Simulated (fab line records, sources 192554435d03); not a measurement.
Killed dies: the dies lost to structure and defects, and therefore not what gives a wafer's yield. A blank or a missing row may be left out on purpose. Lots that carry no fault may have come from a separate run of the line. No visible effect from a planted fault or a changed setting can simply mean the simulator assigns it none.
fab line records	flow n5-finfet
[record] lots = 6	wafers = 16	last-day = 16
route steps=1938 shown BEOL_M0_SAQP@683 BEOL_M4@1111 PASSIVATION@1936
lots with no fault: from the same line, run without faults
start-h: start of the lot's first displayed wafer, in hours after the record's first day	wait-h: hours elapsed since this lot's preceding step	" same as the row above	L1.1+2: one row covering several wafers at once	- no value, or no start given	* or withheld: withheld	< > ~ a bound
route shown NAME@n: a module of which the file shows steps, and the number in the route of the first	usual: mean/standard deviation of fault-free wafers	same: alike in all rows	chamber/n: place in a boat	sites: the reading at each site	_std_site: the standard deviation of these	_edge_site: inner sites' mean taken away from outer sites' mean	radius-mm: how far each site lies from the wafer's centre	mask NAME#n: copy n	behind: the last tool/chamber to shape the wafer	hold: why the lot was held/for how many hours/how that ended	device: the n, p or np transistor that did not switch	end of line: the same wafers' tests at the end of the route	where a step has no rows: the recipe by itself	killed: not the wafer's yield, but the dies lost to structure and defects at the first sort	map: a wafer's dies, x killed, . not, _ none there
set.NAME: setting as actually run; set.NAME@STEP: the setting as run at that earlier step	model.NAME: the simulator's own value behind a step, which no gauge read
certain route steps with their lots: each step a table, each wafer a row
services: a tool's chamber out of use, with start hour (start-h, from the record's first day; less than 0 if before it), hours out, and reason
[[steps]]
[step N5_BEOL_M0_SAQP_COAT_34]
[recipe] resist = CAR-EUV	spin-rpm = 1500	resist-thk-nm = 30
[step N5_BEOL_M0_SAQP_EBR_36]
[recipe] solvent = PGMEA	ebr-width-mm = 1.5
[step N5_BEOL_M0_SAQP_SOFTBAKE_35]
[recipe] temp-c = 110	time-s = 60	resist = CAR-EUV
[step N5_BEOL_M0_SAQP_EXPOSE_37]
[recipe] mask-id = M0_CUT1	na = 0.33	source-shape = annular	sigma-inner = 0.35	sigma-outer = 0.8	polarization = unpolarized	target-cd-nm = 30	dose-mj = 44.75
[step N5_BEOL_M0_SAQP_PEB_38]
[recipe] peb-temp-c = 100	peb-time-s = 60	resist = CAR-EUV
[step N5_BEOL_M0_SAQP_DEVELOP_39]
[recipe] develop-time-s = 30	developer = TMAH	resist = CAR-EUV	rinse-liquid = surfactant-rinse	dry = air-spin	dev-temp-c = 23
[step N5_BEOL_M0_SAQP_CD_MEAS_40]
[recipe] target-cd-nm = 30	landing-energy-ev = 500	detector = se-inlens
[usual] cd-nm = 29.99/0.23
lot.wafer	tool	chamber	start-h	wait-h	cd-nm
L865.2	cd-sem-01	0	127.87	-	29.76
L865.4	"	0	"	"	29.89
L865.6	"	0	"	"	30.19
L868.2	cd-sem-03	0	150.99	-	30.05
L868.4	"	0	"	"	30.30
L868.5	"	0	"	"	30.08
L871.3	cd-sem-01	0	168.99	-	29.99
L871.5	"	0	"	"	29.95
L873.3	cd-sem-03	0	178.96	-	29.77
L873.4	"	0	"	"	29.45
L873.5	"	0	"	"	29.57
L875.1	cd-sem-03	0	199.44	-	30.10
L875.5	"	0	"	"	29.82
L880.1	cd-sem-03	0	219.22	-	29.52
L880.3	"	0	"	"	29.91
L880.4	"	0	"	"	30.06
[step N5_BEOL_M0_SAQP_OVL_MEAS_41]
[recipe] points-per-wafer = 522
[usual] M0_CUT1_OVL = -0.1/0.67
lot.wafer	tool	chamber	start-h	wait-h	M0_CUT1_OVL[nm]
L865.2	overlay-02	0	127.90	0.0	0.3
L865.4	"	0	"	"	-0.2
L865.6	"	0	"	"	0.6
L868.2	overlay-01	0	151.02	0.0	-0.5
L868.4	"	0	"	"	-0.1
L868.5	"	0	"	"	-0.2
L871.3	overlay-01	0	169.03	0.0	-0.4
L871.5	"	0	"	"	-0.2
L873.3	overlay-02	0	179.00	0.0	-0.6
L873.4	"	0	"	"	-2.1
L873.5	"	0	"	"	-0.8
L875.1	overlay-02	0	199.47	0.0	-0.3
L875.5	"	0	"	"	-0.1
L880.1	overlay-02	0	219.26	0.0	-0.1
L880.3	"	0	"	"	1.3
L880.4	"	0	"	"	0.6
[step N5_BEOL_M0_SAQP_INSPECT_42]
[recipe] mode = adi	inspect-instrument = brightfield
[usual] raw-defect-count = 278/65
lot.wafer	tool	chamber	start-h	wait-h	raw-defect-count
L865.2	defect-inspect-02	-	127.96	0.0	387
L865.4	"	-	"	"	325
L865.6	"	-	"	"	234
L868.2	defect-inspect-01	-	151.08	0.0	311
L868.4	"	-	"	"	265
L868.5	"	-	"	"	260
L871.3	defect-inspect-02	-	169.08	0.0	366
L871.5	"	-	"	"	285
L873.3	defect-inspect-02	-	179.05	0.0	217
L873.4	"	-	"	"	215
L873.5	"	-	"	"	225
L875.1	defect-inspect-02	-	199.53	0.1	326
L875.5	"	-	"	"	199
L880.1	defect-inspect-02	-	219.31	0.1	275
L880.3	"	-	"	"	213
L880.4	"	-	"	"	274
[step N5_BEOL_M0_SAQP_DESCUM_45]
[recipe] chemistry = O2	time-s = 7	source-power-w = 50	bias-power-w = 20	pressure-mtorr = 20	rf-frequency-hz = 2.712e+07	temp-c = 40	resist = CAR-EUV	o2-flow-sccm = 225
[usual] drypump-motor-current-A = 5.7/0.49	oes-product-au = 0.80/0.068	rf-vpp-V = 243.0/1.3	showerhead-plenum-p-Torr = 2.09/0.067	throttle-valve-pct = 20.32/0.18
lot.wafer	tool	chamber	start-h	wait-h	drypump-motor-current-A	oes-product-au	rf-hours-counter-h	rf-vpp-V	showerhead-plenum-p-Torr	throttle-valve-pct
L865.2	rie-diel-03	3	127.99	0.0	5.1	0.85	73	244.2	2.21	20.34
L865.4	"	2	"	"	6.2	0.78	149	241.9	2.00	20.03
L865.6	"	2	"	"	6.1	0.76	-	243.9	2.00	20.02
L868.2	rie-diel-05	3	151.11	0.0	6.1	0.78	137	243.1	2.11	20.41
L868.4	"	0	"	"	5.6	0.71	-	244.7	2.09	20.61
L868.5	"	3	"	"	6.1	0.78	-	243.2	2.11	20.42
L871.3	rie-diel-05	3	169.11	0.0	6.1	0.78	145	243.5	2.11	20.43
L871.5	"	2	"	"	4.9	0.87	-	242.3	2.13	20.23
L873.3	rie-diel-03	1	179.08	0.0	5.3	0.87	38	242.5	2.04	20.13
L873.4	"	3	"	"	5.1	0.83	89	246.0	2.20	20.35
L873.5	"	1	"	"	5.4	0.90	-	242.8	2.04	20.11
L875.1	rie-diel-05	0	199.57	0.0	5.6	0.70	208	243.0	2.08	20.64
L875.5	"	3	"	"	6.1	0.76	-	242.7	2.11	20.45
L880.1	rie-diel-06	0	219.43	0.1	5.9	0.74	175	243.6	2.16	20.21
L880.3	"	1	"	"	5.6	0.78	131	240.2	1.93	20.49
L880.4	"	3	"	"	5.7	0.74	169	243.0	2.15	20.30
[step N5_BEOL_M0_SAQP_ETCH_88]
[recipe] chemistry = N2/H2	target = underlayer	target-depth-a = 65	time-s = 5.2	ion-energy-ev = 200	mask-material = CAR-EUV	pressure-mtorr = 30	source-w = 840	bias-w = 150	n2-flow-sccm = 200	h2-flow-sccm = 200	ends = cleared
[usual] drypump-motor-current-A = 5.7/0.49	etch-rf-on-time-s = 5.17/0.12	oes-product-au = 0.68/0.059	rf-vpp-V = 523.6/2.7	showerhead-plenum-p-Torr = 2.54/0.082	throttle-valve-pct = 17.74/0.22
lot.wafer	tool	chamber	start-h	wait-h	drypump-motor-current-A	etch-rf-on-time-s	oes-product-au	rf-hours-counter-h	rf-vpp-V	showerhead-plenum-p-Torr	throttle-valve-pct
L865.2	rie-diel-03	3	128.03	0.0	5.1	5.35	0.71	73	528.0	2.68	17.80
L865.4	"	2	"	"	6.2	5.02	0.66	149	521.1	2.44	17.50
L865.6	"	2	"	"	6.1	5.05	0.66	-	521.4	2.44	17.48
L868.2	rie-diel-05	3	151.14	0.0	6.1	5.24	0.66	137	523.9	2.56	17.90
L868.4	"	0	"	"	5.6	5.33	0.61	-	523.7	2.52	17.94
L868.5	"	3	"	"	6.1	5.18	0.67	-	524.5	2.56	17.91
L871.3	rie-diel-05	3	169.14	0.0	6.1	5.17	0.66	145	522.7	2.55	17.91
L871.5	"	2	"	"	4.9	5.10	0.76	-	525.1	2.59	17.59
L873.3	rie-diel-03	1	179.12	0.0	5.4	5.03	0.76	38	521.5	2.46	17.38
L873.4	"	3	"	"	5.1	5.40	0.68	89	527.6	2.68	17.83
L873.5	"	1	"	"	5.4	5.04	0.77	-	523.0	2.47	17.39
L875.1	rie-diel-05	0	199.60	0.0	5.6	5.35	0.60	208	524.6	2.51	17.98
L875.5	"	3	"	"	6.1	5.23	0.65	-	522.5	2.55	17.94
L880.1	rie-diel-06	0	219.46	0.0	5.9	5.12	0.63	175	527.8	2.65	17.68
L880.3	"	1	"	"	5.5	5.03	0.68	131	515.7	2.36	18.11
L880.4	"	3	"	"	5.7	5.32	0.63	169	527.7	2.63	17.76
[step N5_BEOL_M0_SAQP_ETCH_73]
[recipe] chemistry = CF4	target = SiARC	target-depth-a = 195	mask-material = CAR-EUV	time-s = 32.5	ion-energy-ev = 80	pressure-mtorr = 40	source-w = 545	bias-w = 36	Ar_flow_sccm = 100	cf4-flow-sccm = 100	ends = cleared
[usual] cf4-flow-sccm = 100.0/0.31	drypump-motor-current-A = 5.7/0.49	etch-rf-on-time-s = 32.4/0.75	oes-product-au = 0.68/0.059	rf-vpp-V = 184.1/1.1	showerhead-plenum-p-Torr = 2.14/0.066	throttle-valve-pct = 15.52/0.15
lot.wafer	tool	chamber	start-h	wait-h	cf4-flow-sccm	drypump-motor-current-A	etch-rf-on-time-s	oes-product-au	rf-hours-counter-h	rf-vpp-V	showerhead-plenum-p-Torr	throttle-valve-pct
L865.2	rie-diel-03	3	128.04	0.0	100.2	5.1	32.9	0.72	73	184.9	2.26	15.57
L865.4	"	2	"	"	99.8	6.1	31.6	0.66	149	183.3	2.06	15.32
L865.6	"	2	"	"	100.0	6.1	31.4	0.66	-	182.3	2.06	15.32
L868.2	rie-diel-05	3	151.16	0.0	99.6	6.1	32.7	0.67	137	184.2	2.13	15.47
L868.4	"	0	"	"	100.1	5.6	33.0	0.61	-	182.8	2.13	15.76
L868.5	"	3	"	"	99.8	6.1	32.8	0.66	-	184.8	2.13	15.47
L871.3	rie-diel-05	3	169.16	0.0	100.1	6.1	32.8	0.66	145	184.4	2.13	15.48
L871.5	"	2	"	"	100.1	4.8	32.3	0.74	-	184.1	2.19	15.47
L873.3	rie-diel-03	1	179.13	0.0	99.7	5.4	31.1	0.76	38	183.4	2.10	15.34
L873.4	"	3	"	"	99.7	5.1	33.3	0.70	89	184.1	2.26	15.59
L873.5	"	1	"	"	99.6	5.4	30.8	0.77	-	183.4	2.10	15.33
L875.1	rie-diel-05	0	199.62	0.0	100.3	5.6	33.6	0.60	208	183.8	2.12	15.81
L875.5	"	3	"	"	100.1	6.1	33.3	0.65	-	183.9	2.13	15.49
L880.1	rie-diel-06	0	219.48	0.0	99.4	5.9	31.8	0.64	175	184.9	2.22	15.52
L880.3	"	1	"	"	100.2	5.5	31.7	0.67	131	182.8	1.99	15.73
L880.4	"	3	"	"	99.4	5.7	33.2	0.62	169	184.0	2.22	15.62
[step N5_BEOL_M0_SAQP_CUT_ETCH_46]
[recipe] chemistry = N2/H2	target = SOC	target-depth-a = 1350	overetch-a = 270	temp-c = 40	time-s = 202.5	ion-energy-ev = 200	mask-material = SiARC	pressure-mtorr = 30	source-w = 840	bias-w = 150	n2-flow-sccm = 200	h2-flow-sccm = 200
[usual] drypump-motor-current-A = 5.7/0.49	rf-vpp-V = 523.7/2.4	showerhead-plenum-p-Torr = 2.54/0.081	throttle-valve-pct = 17.70/0.22
lot.wafer	tool	chamber	start-h	wait-h	drypump-motor-current-A	rf-hours-counter-h	rf-vpp-V	showerhead-plenum-p-Torr	throttle-valve-pct	model.SiARC_of_BEOL_M0_SAQP_COAT_72.thk-nm	model.BEOL_M0_SAQP.cd-nm
L865.2	rie-diel-03	3	128.07	0.0	5.1	73	528.5	2.68	17.78	5.4	30
L865.4	"	2	"	"	6.1	149	520.5	2.44	17.44	4.6	29.6
L865.6	"	2	"	"	6.1	-	520.3	2.44	17.45	4.6	29.6
L868.2	rie-diel-05	3	151.19	0.0	6.1	137	523.7	2.56	17.89	4.8	29.6
L868.4	"	0	"	"	5.6	-	522.1	2.52	17.89	5.4	29.8
L868.5	"	3	"	"	6.1	-	522.9	2.56	17.84	4.8	30
L871.3	rie-diel-05	3	169.19	0.0	6.1	145	525.4	2.55	17.87	6.2	29
L871.5	"	2	"	"	4.9	-	525.8	2.59	17.50	5	29.6
L873.3	rie-diel-03	1	179.16	0.0	5.4	38	522.6	2.46	17.36	4.8	29.8
L873.4	"	3	"	"	5.1	89	527.3	2.68	17.82	5.4	29.4
L873.5	"	1	"	"	5.4	-	521.9	2.46	17.36	4.8	30
L875.1	rie-diel-05	0	199.65	0.0	5.6	209	524.7	2.51	17.92	6.6	29
L875.5	"	3	"	"	6.1	-	523.5	2.55	17.88	5	29.6
L880.1	rie-diel-06	0	219.51	0.0	5.9	175	525.3	2.65	17.64	4.6	30.4
L880.3	"	1	"	"	5.5	131	518.2	2.36	18.05	4.4	30.2
L880.4	"	3	"	"	5.7	169	525.8	2.63	17.70	5	29.8
[step N5_BEOL_M0_SAQP_STRIP_74]
[recipe] chemistry = N2/H2	temp-c = 40	n2-flow-sccm = 200	h2-flow-sccm = 200	rf-frequency-hz = 6e+07
[step N5_BEOL_M0_SAQP_STRIP_89]
[recipe] chemistry = N2/H2	temp-c = 40	n2-flow-sccm = 200	h2-flow-sccm = 200	rf-frequency-hz = 6e+07
[step N5_BEOL_M0_SAQP_ALD_48]
[recipe] material = SiO2	target-thk-a = 200	temp-c = 100	ald-precursor-family = BDEAS	ald-co-reactant = O2-plasma	pulse-time-s = 1	co-reactant-pulse-time-s = 1	purge-time-s = 2	co-reactant-purge-time-s = 2	ald-cycles = 139	pressure-torr = 2
[usual] heater-power-w = 78/6.3	precursor-pulse-height-rel = 0.998/0.02
lot.wafer	tool	chamber	start-h	wait-h	heater-power-w	precursor-pulse-height-rel
L865.2	ald-sin-03	2	128.27	0.0	77	0.992
L865.4	"	1	"	"	74	0.951
L865.6	"	2	"	"	78	1.031
L868.2	ald-sin-03	3	151.39	0.0	74	1.001
L868.4	"	1	"	"	72	1.001
L868.5	"	0	"	"	70	1.028
L871.3	ald-sin-02	3	169.40	0.0	76	0.990
L871.5	"	3	"	"	75	0.972
L873.3	ald-sin-01	3	179.36	0.0	70	0.994
L873.4	"	1	"	"	81	1.036
L873.5	"	0	"	"	89	0.991
L875.1	ald-sin-02	3	199.85	0.0	74	1.020
L875.5	"	0	"	"	91	0.969
L880.1	ald-sin-02	1	219.78	0.1	80	0.980
L880.3	"	3	"	"	73	1.011
L880.4	"	2	"	"	85	1.012
[step N5_BEOL_M0_SAQP_ETCH_49]
[recipe] chemistry = CF4/O2	target-depth-a = 370	target = SiO2	pressure-mtorr = 40	source-w = 535	bias-w = 49	Ar_flow_sccm = 100	cf4-flow-sccm = 100	O2_flow_sccm = 10	ion-energy-ev = 100
[usual] cf4-flow-sccm = 99.99/0.28	drypump-motor-current-A = 5.7/0.41	oes-product-au = 0.79/0.063	rf-vpp-V = 241/5	showerhead-plenum-p-Torr = 2.20/0.079	throttle-valve-pct = 15.82/0.16
lot.wafer	tool	chamber	start-h	wait-h	cf4-flow-sccm	drypump-motor-current-A	oes-product-au	rf-hours-counter-h	rf-vpp-V	showerhead-plenum-p-Torr	throttle-valve-pct	model.BEOL_M0_SAQP.cd-nm
L865.2	rie-diel-06	0	128.81	0.3	99.94	5.9	0.77	146	243	2.30	15.70	30.2
L865.4	"	2	"	"	100.22	6.0	0.80	95	236	2.23	16.00	29.6
L865.6	"	2	"	"	100.09	6.0	0.79	-	236	2.23	15.98	29.6
L868.2	rie-diel-06	2	151.92	0.3	99.74	6.0	0.79	103	235	2.23	16.02	29.6
L868.4	"	3	"	"	100.09	5.7	0.75	148	245	2.30	15.82	29.6
L868.5	"	2	"	"	99.91	6.1	0.79	-	237	2.23	16.01	30
L871.3	rie-diel-06	2	169.93	0.3	99.38	6.0	0.78	108	235	2.22	16.03	29
L871.5	"	0	"	"	99.70	5.9	0.74	-	243	2.29	15.75	29.8
L873.3	rie-diel-06	0	179.89	0.3	100.08	5.9	0.75	163	243	2.29	15.74	30
L873.4	"	3	"	"	99.67	5.7	0.75	157	247	2.29	15.85	29.4
L873.5	"	1	"	"	100.03	5.5	0.80	-	242	2.05	15.94	30
L875.1	rie-diel-06	1	200.49	0.4	100.47	5.6	0.80	124	242	2.05	15.97	29
L875.5	"	0	"	"	100.00	5.9	0.75	-	243	2.29	15.75	29.6
L880.1	rie-diel-06	3	220.31	0.3	99.97	5.7	0.74	169	247	2.29	15.86	30.4
L880.3	"	2	"	"	100.05	6.0	0.76	122	236	2.22	16.06	30.2
L880.4	"	1	"	"	99.99	5.6	0.79	131	242	2.05	15.96	30
[step N5_BEOL_M0_SAQP_STRIP_75]
[recipe] chemistry = CF4	resist = SiARC	power-w = 300	bias-power-w = 75	pressure-mtorr = 50	cf4-flow-sccm = 150	rf-frequency-hz = 6e+07
[usual] cf4-flow-sccm = 150.0/0.43	drypump-motor-current-A = 5.7/0.41	oes-product-au = 0.182/0.014	rf-vpp-V = 271.0/1.6	showerhead-plenum-p-Torr = 1.80/0.062	throttle-valve-pct = 13.56/0.17
lot.wafer	tool	chamber	start-h	wait-h	cf4-flow-sccm	drypump-motor-current-A	oes-product-au	rf-hours-counter-h	rf-vpp-V	showerhead-plenum-p-Torr	throttle-valve-pct
L865.2	rie-diel-06	0	128.91	0.1	150.2	5.9	0.173	146	272.9	1.88	13.52
L865.4	"	2	"	"	150.4	6.1	0.181	95	271.3	1.81	13.68
L865.6	"	2	"	"	150.4	6.1	0.183	-	273.6	1.81	13.67
L868.2	rie-diel-06	2	152.02	0.1	149.9	6.0	0.180	103	271.5	1.80	13.69
L868.4	"	3	"	"	149.5	5.7	0.171	148	271.7	1.86	13.55
L868.5	"	2	"	"	150.6	6.0	0.179	-	271.6	1.80	13.68
L871.3	rie-diel-06	2	170.03	0.1	149.7	6.0	0.182	108	271.6	1.80	13.70
L871.5	"	0	"	"	149.3	5.9	0.173	-	272.0	1.88	13.54
L873.3	rie-diel-06	0	179.99	0.1	150.0	5.9	0.174	163	272.5	1.88	13.57
L873.4	"	3	"	"	150.7	5.7	0.177	157	272.0	1.86	13.57
L873.5	"	1	"	"	149.7	5.5	0.185	-	268.1	1.68	13.72
L875.1	rie-diel-06	1	200.59	0.1	149.5	5.5	0.175	124	268.1	1.68	13.75
L875.5	"	0	"	"	149.9	5.9	0.178	-	273.5	1.88	13.56
L880.1	rie-diel-06	3	220.41	0.1	150.2	5.7	0.164	169	272.3	1.86	13.58
L880.3	"	2	"	"	150.0	6.1	0.174	122	270.3	1.80	13.75
L880.4	"	1	"	"	151.1	5.5	0.177	131	268.3	1.68	13.73
[step N5_BEOL_M4_RC_MEAS_101]
[usual] DIBL_N = 36.7/1.8	DIBL_P = 37.0/2.4	IOFF_N = 0.17/0.036	IOFF_P = 0.22/0.042	ION_N = 673/12	ION_P = 462/8.5	SS_N = 71.7/0.62	SS_P = 73.4/0.65	VT_N = 250/3.7	VT_P = -250/3.7
lot.wafer	tool	chamber	start-h	wait-h	DIBL_N[mV/V]	DIBL_P[mV/V]	IOFF_N[nA/um]	IOFF_P[nA/um]	ION_N[uA/um]	ION_P[uA/um]	SS_N[mV/dec]	SS_P[mV/dec]	VT_N[mV]	VT_P[mV]
L865.2	prober-02	0	212.04	0.2	38.0	37.8	0.19	0.25	668	468	72.2	73.8	247	-246
L865.4	"	0	"	"	37.3	37.7	0.17	0.25	691	476	72.1	73.3	248	-247
L865.6	"	0	"	"	37.4	36.1	0.16	0.22	666	460	71.7	72.8	252	-249
L868.2	prober-01	0	233.38	0.2	35.0	34.8	0.13	0.18	665	455	71.8	72.8	254	-251
L868.4	"	0	"	"	38.1	37.4	0.18	0.21	667	456	72.5	73.4	249	-250
L868.5	"	0	"	"	36.5	36.2	0.16	0.20	670	456	70.9	73.3	251	-251
L873.3	prober-02	0	237.34	0.3	38.8	38.6	0.19	0.24	697	470	71.6	74.8	248	-252
L873.4	"	0	"	"	35.0	35.0	0.14	0.19	672	459	71.7	72.9	251	-254
L873.5	"	0	"	"	37.7	38.3	0.19	0.25	701	479	72.2	74.6	247	-247
L871.3	prober-01	0	238.02	0.3	34.6	34.8	0.15	0.23	677	479	71.1	72.4	247	-241
L871.5	"	0	"	"	35.4	35.4	0.15	0.24	667	470	72.1	72.2	250	-244
L875.1	prober-01	0	270.96	0.0	34.9	35.8	0.12	0.19	649	452	71.5	73.0	253	-251
L875.5	"	0	"	"	35.1	36.2	0.13	0.19	664	460	71.2	74.0	255	-253
L880.1	prober-02	0	286.97	0.0	36.8	32.7	0.16	0.18	669	457	72.3	72.2	248	-247
L880.3	"	0	"	"	36.5	35.0	0.17	0.21	688	467	71.5	73.1	247	-249
L880.4	"	0	"	"	37.0	34.7	0.17	0.21	674	465	71.5	72.9	248	-251
[step N5_PASSIVATION_PROBE_49]
[usual] defect-limited-yield = 91.1/1.4	killed_at_M0_to_M3 = 32/9.3	killed_at_M4_up = 13/5.8	killed-at-contacts = 12/6.3	killed-at-front-end = 44/12	killed-at-other = 3.6/2.7	killed-dies = 104/17	killed-open = 69/13	killed-short = 34/6.9	sort_bin_5_function = 5.2/0.98	sort_bin_6_memory = 3.3/0.59	sort-n-pass = 1075/17	sort-yield-pct = 91.1/1.4
[same] gross-dies = 1180	killed-at-back-side = 0	sort_bin_4_leakage[%] = 0	sort_bin_8_speed[%] = 0
lot.wafer	tool	chamber	start-h	wait-h	defect-limited-yield[%]	killed_at_M0_to_M3	killed_at_M4_up	killed-at-contacts	killed-at-front-end	killed-at-other	killed-dies	killed-open	killed-short	sort_bin_5_function[%]	sort_bin_6_memory[%]	sort-n-pass	sort-yield-pct[%]
L865.2	prober-02	-	318.97	0.1	90.5	45	13	1	47	6	112	71	37	5.3	3.3	1068	90.5
L865.4	prober-02	-	319.07	0.2	90.9	33	4	4	61	5	107	67	40	4.6	3.6	1073	90.9
L865.6	prober-02	-	319.17	0.3	93.7	33	5	5	28	3	74	44	29	4.0	2.0	1106	93.7
L871.5	prober-02	-	340.52	0.2	91.8	39	5	21	30	2	97	55	42	5.0	2.9	1083	91.8
L873.3	prober-02	-	351.38	0.1	91.9	36	9	6	41	3	95	65	30	4.1	3.6	1085	91.9
L873.4	prober-02	-	351.43	0.2	91.8	38	3	12	44	0	97	61	36	5.8	2.1	1083	91.8
L873.5	prober-02	-	351.48	0.2	92.3	27	9	13	38	4	91	56	34	4.7	2.8	1089	92.3
L875.1	prober-01	-	375.31	0.0	90.2	28	9	20	52	7	116	89	26	5.8	3.7	1064	90.2
L875.5	prober-01	-	375.51	0.2	91.9	33	10	10	38	5	96	56	39	4.9	3.0	1084	91.9
L880.1	prober-01	-	392.15	0.0	89.9	37	15	15	46	6	119	83	36	6.2	3.0	1061	89.9
L880.3	prober-01	-	392.25	0.1	93.0	29	6	16	30	2	83	56	27	4.2	2.5	1097	93.0
L880.4	prober-01	-	392.30	0.2	90.5	27	15	21	43	6	112	77	32	5.4	3.5	1068	90.5
// killed by level:class
L865.2 BEOL_M3:geometric-particle:open=14 STI_FIN_REVEAL:geometric-particle:open=11 BEOL_M2:geometric-particle:open=10 BEOL_M3:geometric-particle:short=9 FIN_SAQP:geometric-particle:open=8 BEOL_M4:geometric-particle:open=7 FIN_SAQP:geometric-particle:short=5 BEOL_M1:geometric-particle:open=5
L865.4 STI_FIN_REVEAL:geometric-particle:open=16 FIN_SAQP:geometric-particle:open=12 BEOL_M0_SAQP:geometric-particle:short=11 BEOL_M1:geometric-particle:open=8 FIN_SAQP:geometric-particle:short=7 BEOL_M3:geometric-particle:open=6 BEOL_M0_SAQP:geometric-particle:open=5 STARTING-WAFER:geometric-particle:open=5
L865.6 BEOL_M3:geometric-particle:open=14 FIN_SAQP:geometric-particle:short=7 BEOL_M0_SAQP:geometric-particle:short=7 BEOL_M0_SAQP:geometric-particle:open=6 ILD0:geometric-particle:short=5 FIN_SAQP:geometric-particle:open=4 MOL_CONTACT_COAG:geometric-particle:open=4 STI_FIN_REVEAL:geometric-particle:open=3
L871.5 MOL_CONTACT_COAG:geometric-particle:open=16 BEOL_M0_SAQP:geometric-particle:open=14 BEOL_M0_SAQP:geometric-particle:short=11 FIN_SAQP:geometric-particle:short=10 MOL_CONTACT_COAG:geometric-particle:short=5 GATE_CUT:geometric-particle:short=4 BEOL_M1:geometric-particle:open=4 STI_FIN_REVEAL:geometric-particle:open=3
L873.3 BEOL_M0_SAQP:geometric-particle:open=15 FIN_SAQP:geometric-particle:open=14 BEOL_M3:geometric-particle:open=9 FIN_SAQP:geometric-particle:short=7 DUMMY_GATE:geometric-particle:open=7 MOL_CONTACT_COAG:geometric-particle:open=6 BEOL_M0_SAQP:geometric-particle:short=6 DUMMY_GATE:geometric-particle:short=3
L873.4 FIN_SAQP:geometric-particle:short=14 MOL_CONTACT_COAG:geometric-particle:open=11 FIN_SAQP:geometric-particle:open=10 BEOL_M3:geometric-particle:open=8 BEOL_M0_SAQP:geometric-particle:open=8 DUMMY_GATE:geometric-particle:open=7 BEOL_M0_SAQP:geometric-particle:short=7 BEOL_M1:geometric-particle:open=5
L873.5 MOL_CONTACT_COAG:geometric-particle:open=13 FIN_SAQP:geometric-particle:open=12 FIN_SAQP:geometric-particle:short=9 GATE_CUT:geometric-particle:short=5 BEOL_M1:geometric-particle:short=5 BEOL_M1:geometric-particle:open=4 STARTING-WAFER:geometric-particle:open=4 DUMMY_GATE:geometric-particle:open=3
L875.1 MOL_CONTACT_COAG:geometric-particle:open=17 FIN_SAQP:geometric-particle:open=16 STI_FIN_REVEAL:geometric-particle:open=15 BEOL_M2:geometric-particle:open=9 FIN_SAQP:geometric-particle:short=5 BEOL_M3:geometric-particle:open=5 DUMMY_GATE:geometric-particle:open=4 BEOL_M0_SAQP:geometric-particle:open=4
L875.5 BEOL_M0_SAQP:geometric-particle:short=10 MOL_CONTACT_COAG:geometric-particle:open=9 FIN_SAQP:geometric-particle:short=8 BEOL_M2:geometric-particle:open=8 STI_FIN_REVEAL:geometric-particle:open=6 BEOL_M3:geometric-particle:open=5 BEOL_M4:geometric-particle:open=5 GATE_CUT:geometric-particle:short=4
L880.1 STI_FIN_REVEAL:geometric-particle:open=14 MOL_CONTACT_COAG:geometric-particle:open=13 FIN_SAQP:geometric-particle:short=9 BEOL_M0_SAQP:geometric-particle:open=9 BEOL_M3:geometric-particle:open=8 BEOL_M1:geometric-particle:open=7 BEOL_M2:geometric-particle:open=7 BEOL_M0_SAQP:geometric-particle:short=6
L880.3 MOL_CONTACT_COAG:geometric-particle:open=14 BEOL_M0_SAQP:geometric-particle:open=9 BEOL_M0_SAQP:geometric-particle:short=7 BEOL_M2:geometric-particle:open=5 FIN_SAQP:geometric-particle:open=4 STI_FIN_REVEAL:geometric-particle:open=4 DUMMY_GATE:geometric-particle:open=4 BEOL_M3:geometric-particle:open=4
L880.4 MOL_CONTACT_COAG:geometric-particle:open=18 FIN_SAQP:geometric-particle:open=10 BEOL_M0_SAQP:geometric-particle:short=8 BEOL_M7:geometric-particle:open=8 GATE_CUT:geometric-particle:short=7 BEOL_M2:geometric-particle:open=7 FIN_SAQP:geometric-particle:short=6 STI_FIN_REVEAL:geometric-particle:open=6
[[services]]
tool	chamber	start-h	hours	kind
ald-sin-02	-	122.03	1.1	repair
rie-diel-05	1	134.88	12.3	repair
rie-diel-06	1	142.70	5.8	repair
ald-sin-02	-	148.80	0.9	repair
rie-diel-05	1	150.32	-	clean
rie-diel-05	1	150.32	-	consumable-replace:focus-ring
rie-diel-05	1	150.32	18.0	scheduled-down
rie-diel-05	1	150.32	18.0	vent-cycle
rie-diel-06	2	160.23	3.0	repair
rie-diel-05	-	171.20	2.8	pm
ald-sin-03	-	178.07	14.0	pm
ald-sin-03	0	178.07	14.0	vent-cycle
ald-sin-03	1	178.07	14.0	vent-cycle
ald-sin-03	2	178.07	14.0	vent-cycle
ald-sin-03	3	178.07	14.0	vent-cycle
rie-diel-06	-	190.75	2.8	pm
ald-sin-03	0	192.07	-	clean
ald-sin-03	1	192.07	-	clean
ald-sin-03	2	192.07	-	clean
ald-sin-03	3	192.07	-	clean
rie-diel-05	0	192.21	5.8	repair
rie-diel-05	-	195.70	0.7	repair
ald-sin-01	3	199.16	1.6	repair
[[key]]
first-sign none at tools or gauges
[model-effect] step = N5_BEOL_M0_SAQP_CUT_ETCH_46	value = SiARC_of_BEOL_M0_SAQP_COAT_72.thk-nm	without = 5.1	struck = 6.4
[model-effect] step = N5_BEOL_M0_SAQP_ETCH_49	value = BEOL_M0_SAQP.cd-nm	without = 29.6	struck = 29
met-at N5_BEOL_M0_SAQP_CUT_ETCH_46
struck-wafers L871.3,L875.1
onset-between 151.19 169.19
[fault] kind = process-parameter-drift	tool = rie-diel-05	chamber = -	onset-h = 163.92	steps = N5_BEOL_M0_SAQP_CUT_ETCH_46	channel = time-s	offset = *	shape = step	end-h = 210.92	scope = struck-wafers-only	acts-in = *	stated = *
